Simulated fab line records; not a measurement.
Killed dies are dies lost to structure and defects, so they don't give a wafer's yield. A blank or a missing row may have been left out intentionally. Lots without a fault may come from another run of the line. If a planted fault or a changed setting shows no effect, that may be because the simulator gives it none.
Split-lot study / flow n5Finfet / route with 1938 steps; 7 lots, 21 wafers read

== SPLIT DETAILS ==
At N5_BEOL_M11_DEP_56 (deposits SiCN from 3MS/NH3, target thk 30 nm, time 10.5 s), the setting timeS was moved away from the recipe's 10.5 s on 6 of the 21 wafers read, by -8.0% to +6.5%. For the rest of the wafers, this setting stayed at what the recipe calls for.

Reading taken at the split's own step.

== THE READING ==
SiCN_of_BEOL_M11_DEP_56.thkNm (the simulator's own value, which no gauge read), in nm, at N5_BEOL_M11_DEP_56 (deposits SiCN from 3MS/NH3, target thk 30 nm, time 10.5 s). No usual value for it is given in the file. Here, 15 wafers ran the recipe; their average is 29.9 nm with a standard deviation of 0.32 nm.

wafer=L079.2; tool, chamber at the split=pecvd-02, 1; timeS as run, s=9.659; against the recipe=-8.0%; SiCN_of_BEOL_M11_DEP_56.thkNm, nm=27.4; against lot-mates on the recipe=-2.6
wafer=L079.4; tool, chamber at the split=pecvd-02, 1,0; timeS as run, s=10.5; against the recipe=recipe; SiCN_of_BEOL_M11_DEP_56.thkNm, nm=30; against lot-mates on the recipe=-
wafer=L079.5; tool, chamber at the split=pecvd-02, 1,0; timeS as run, s=10.5; against the recipe=recipe; SiCN_of_BEOL_M11_DEP_56.thkNm, nm=30; against lot-mates on the recipe=-
wafer=L084.1; tool, chamber at the split=pecvd-01, 2; timeS as run, s=10.5; against the recipe=recipe; SiCN_of_BEOL_M11_DEP_56.thkNm, nm=30.2; against lot-mates on the recipe=-
wafer=L084.4; tool, chamber at the split=pecvd-01, 2,0; timeS as run, s=10.5; against the recipe=recipe; SiCN_of_BEOL_M11_DEP_56.thkNm, nm=30.4; against lot-mates on the recipe=-
wafer=L084.6; tool, chamber at the split=pecvd-01, 2,0; timeS as run, s=10.5; against the recipe=recipe; SiCN_of_BEOL_M11_DEP_56.thkNm, nm=30.4; against lot-mates on the recipe=-
wafer=L082.2; tool, chamber at the split=pecvd-03, 2; timeS as run, s=10.5; against the recipe=recipe; SiCN_of_BEOL_M11_DEP_56.thkNm, nm=29.4; against lot-mates on the recipe=-
wafer=L082.4; tool, chamber at the split=pecvd-03, 1; timeS as run, s=9.823; against the recipe=-6.4%; SiCN_of_BEOL_M11_DEP_56.thkNm, nm=27.6; against lot-mates on the recipe=-1.8
wafer=L082.5; tool, chamber at the split=pecvd-03, 0; timeS as run, s=9.823; against the recipe=-6.4%; SiCN_of_BEOL_M11_DEP_56.thkNm, nm=28.2; against lot-mates on the recipe=-1.2
wafer=L080.1; tool, chamber at the split=pecvd-03, 2,0; timeS as run, s=10.5; against the recipe=recipe; SiCN_of_BEOL_M11_DEP_56.thkNm, nm=29.6; against lot-mates on the recipe=-
wafer=L080.2; tool, chamber at the split=pecvd-03, 2,0; timeS as run, s=10.5; against the recipe=recipe; SiCN_of_BEOL_M11_DEP_56.thkNm, nm=29.6; against lot-mates on the recipe=-
wafer=L080.6; tool, chamber at the split=pecvd-03, 2; timeS as run, s=10.5; against the recipe=recipe; SiCN_of_BEOL_M11_DEP_56.thkNm, nm=30.2; against lot-mates on the recipe=-
wafer=L092.1; tool, chamber at the split=pecvd-03, 2,1; timeS as run, s=10.5; against the recipe=recipe; SiCN_of_BEOL_M11_DEP_56.thkNm, nm=29.8; against lot-mates on the recipe=-
wafer=L092.5; tool, chamber at the split=pecvd-03, 2,1; timeS as run, s=10.5; against the recipe=recipe; SiCN_of_BEOL_M11_DEP_56.thkNm, nm=29.8; against lot-mates on the recipe=-
wafer=L092.2; tool, chamber at the split=pecvd-03, 1; timeS as run, s=10.5; against the recipe=recipe; SiCN_of_BEOL_M11_DEP_56.thkNm, nm=30; against lot-mates on the recipe=-
wafer=L091.1; tool, chamber at the split=pecvd-02, 0; timeS as run, s=10.5; against the recipe=recipe; SiCN_of_BEOL_M11_DEP_56.thkNm, nm=29.4; against lot-mates on the recipe=-
wafer=L091.3; tool, chamber at the split=pecvd-02, 1; timeS as run, s=10.5; against the recipe=recipe; SiCN_of_BEOL_M11_DEP_56.thkNm, nm=29.6; against lot-mates on the recipe=-
wafer=L091.4; tool, chamber at the split=pecvd-02, 1; timeS as run, s=10.5; against the recipe=recipe; SiCN_of_BEOL_M11_DEP_56.thkNm, nm=29.6; against lot-mates on the recipe=-
wafer=L097.2; tool, chamber at the split=pecvd-02, 1; timeS as run, s=11.18; against the recipe=+6.5%; SiCN_of_BEOL_M11_DEP_56.thkNm, nm=31.6; against lot-mates on the recipe=no lot-mate on the recipe
wafer=L097.5; tool, chamber at the split=pecvd-02, 1; timeS as run, s=11.18; against the recipe=+6.5%; SiCN_of_BEOL_M11_DEP_56.thkNm, nm=32.4; against lot-mates on the recipe=no lot-mate on the recipe
wafer=L097.6; tool, chamber at the split=pecvd-02, 0; timeS as run, s=11.18; against the recipe=+6.5%; SiCN_of_BEOL_M11_DEP_56.thkNm, nm=32; against lot-mates on the recipe=no lot-mate on the recipe
Rows listing several chambers each stand for several wafers; the file does not say which wafer went through which chamber.

THE FIT
A straight line over all 21 wafers: SiCN_of_BEOL_M11_DEP_56.thkNm changes by +0.317 nm for each +1% of timeS; r = +0.96; the points scatter about the line by 0.33 nm.
The same after taking each lot's own level away (the mean of its wafers on the recipe; 18 wafers): +0.274 nm for each +1%; r = +0.96; scatter 0.22 nm.
Per that fit: largest timeS move, reading shift of 2.2 nm.
Across the lots, their own levels run from 29.40 to 30.33 nm, a range of 2.9 times the standard deviation given above.
So the slope is not independent of the lot-to-lot level: the two fits are not the same.
Check: with one of the wafers moved furthest among these (-8.0%) left out of the fit, the line predicts -1.86 nm for it against its lot-mates. Against them it came out at -2.6 nm.

== THE OTHER SPLITS THESE WAFERS WENT THROUGH ==
Other splits were also applied to these wafers ahead of the reading. Each is held against what the fit with the lots' levels taken away leaves over:
other split on the same wafers=N5_BEOL_M10_ETCH_41 sourceW; wafers away from the commonest value=6; r with SiCN_of_BEOL_M11_DEP_56.thkNm (lot level and that fit taken away)=+0.05
other split on the same wafers=N5_BEOL_M11_COAT_22 spinRpm; wafers away from the commonest value=6; r with SiCN_of_BEOL_M11_DEP_56.thkNm (lot level and that fit taken away)=+0.00
other split on the same wafers=N5_BEOL_M11_EXPOSE_25 doseMj; wafers away from the commonest value=7; r with SiCN_of_BEOL_M11_DEP_56.thkNm (lot level and that fit taken away)=+0.04

== THE FILE'S OWN FIT ==
SiCN_of_BEOL_M11_DEP_56.thkNm changes by +0.288 nm for each +1% of timeS, r = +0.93.
